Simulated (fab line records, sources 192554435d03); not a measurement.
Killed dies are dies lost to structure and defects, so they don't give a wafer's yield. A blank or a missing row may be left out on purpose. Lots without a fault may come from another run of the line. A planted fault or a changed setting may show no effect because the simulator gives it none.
Split-lot experiment | flow n5_finfet | 7 lots, 21 wafers read, on a route of 1938 steps

THE SPLIT
At N5_BEOL_M3_EXPOSE_08 (exposes mask M3), the setting dose_mj was moved away from the recipe's 33 on 4 of the 21 wafers read, by -4.9% to +3.3%. The other wafers ran this setting at the recipe's value.

FROM THE SPLIT TO THE READING: what the file shows between them, 2 steps
- N5_BEOL_M3_PEB_09: peb time 60 s
- N5_BEOL_M3_DEVELOP_10: develop time 30 s

THE READING
cd_nm, in nm, at N5_BEOL_M3_CD_MEAS_11 (target cd 17.05 nm). Fault-free wafers of this fab line usually give 17.05 nm, standard deviation 0.25 nm.

wafer  | tool, chamber at the split | dose_mj as run | against the recipe | cd_nm, nm | against lot-mates on the recipe
L076.1 | euv_scanner-02, 0          | 33             | recipe             | 17.21     | -
L076.5 | euv_scanner-02, 0          | 33             | recipe             | 17.11     | -
L076.6 | euv_scanner-02, 0          | 33             | recipe             | 16.82     | -
L080.1 | euv_scanner-02, 0          | 31.38          | -4.9%              | 16.15     | -1.37
L080.2 | euv_scanner-02, 0          | 33             | recipe             | 17.62     | -
L080.6 | euv_scanner-02, 0          | 33             | recipe             | 17.42     | -
L086.3 | euv_scanner-01, 0          | 33             | recipe             | 16.93     | -
L086.4 | euv_scanner-01, 0          | 33             | recipe             | 17.21     | -
L086.5 | euv_scanner-01, 0          | 33             | recipe             | 16.97     | -
L093.1 | euv_scanner-01, 0          | 33             | recipe             | 17.65     | -
L093.4 | euv_scanner-01, 0          | 33             | recipe             | 17.25     | -
L093.5 | euv_scanner-01, 0          | 33             | recipe             | 17.04     | -
L091.1 | euv_scanner-01, 0          | 33             | recipe             | 16.81     | -
L091.3 | euv_scanner-01, 0          | 33             | recipe             | 17.11     | -
L091.5 | euv_scanner-01, 0          | 33             | recipe             | 16.69     | -
L097.2 | euv_scanner-02, 0          | 34.1           | +3.3%              | 17.92     | +0.86
L097.5 | euv_scanner-02, 0          | 34.1           | +3.3%              | 17.96     | +0.90
L097.6 | euv_scanner-02, 0          | 33             | recipe             | 17.06     | -
L096.1 | euv_scanner-02, 0          | 33             | recipe             | 16.89     | -
L096.5 | euv_scanner-02, 0          | 33.68          | +2.1%              | 17.50     | +0.61
L096.6 | euv_scanner-02, 0          | 33             | recipe             | 16.90     | -

THE FIT
A straight line over all 21 wafers: cd_nm changes by +0.218 nm for each +1% of dose_mj; r = +0.81; the points scatter about the line by 0.25 nm.
The same after taking each lot's own level away (the mean of its wafers on the recipe; 21 wafers): +0.274 nm for each +1%; r = +0.95; scatter 0.15 nm.
On that fit, the largest move of dose_mj shifts the reading by 1.3 nm.
The lots' own levels span 16.870 to 17.520 nm, that is 2.6 times the standard deviation above.
So the lot-to-lot level changes the slope: the two fits differ.
Check: with one of the wafers moved furthest among these (-4.9%) left out of the fit, the line predicts -1.32 nm for it against its lot-mates. It came out at -1.37 nm against them.

OTHER SPLITS ON THESE WAFERS
These wafers also went through other splits before the reading. Each is held against what the fit with the lots' levels taken away leaves over:
other split on the same wafers   | wafers away from the commonest value | r with cd_nm (lot level and that fit taken away)
N5_BEOL_M0_SAQP_COAT_34 spin_rpm | 9                                    | -0.15
N5_BEOL_M1_COAT_05 spin_rpm      | 6                                    | +0.15
N5_BEOL_M1_ETCH_64 source_w      | 3                                    | +0.19
N5_BEOL_M2_ETCH_69 bias_w        | 5                                    | +0.10
N5_BEOL_M3_COAT_05 spin_rpm      | 5                                    | -0.18

THE WHOLE CHAIN: every reading that the file lists as answering this split, in the file's order
step                  | what it does                                                | reading                                                               | change (the file's fit)               | r (the file's)
N5_BEOL_M3_CD_MEAS_11 | target cd 17.05 nm                                          | cd_nm                                                                 | +0.275 nm for each +1% of the setting | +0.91
N5_BEOL_M3_ETCH_74    | etches underlayer in N2/H2, target depth 6.5 nm, time 5.2 s | BEOL_M3.cd_offset_nm (the simulator's own value, which no gauge read) | +0.223 nm for each +1% of the setting | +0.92
N5_BEOL_M3_ETCH_63    | etches SiARC in CF4, target depth 15.6 nm, time 26 s        | BEOL_M3.cd_offset_nm (the simulator's own value, which no gauge read) | +0.21 nm for each +1% of the setting  | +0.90

THE FILE'S OWN FIT
cd_nm changes by +0.275 nm for each +1% of dose_mj, r = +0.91.
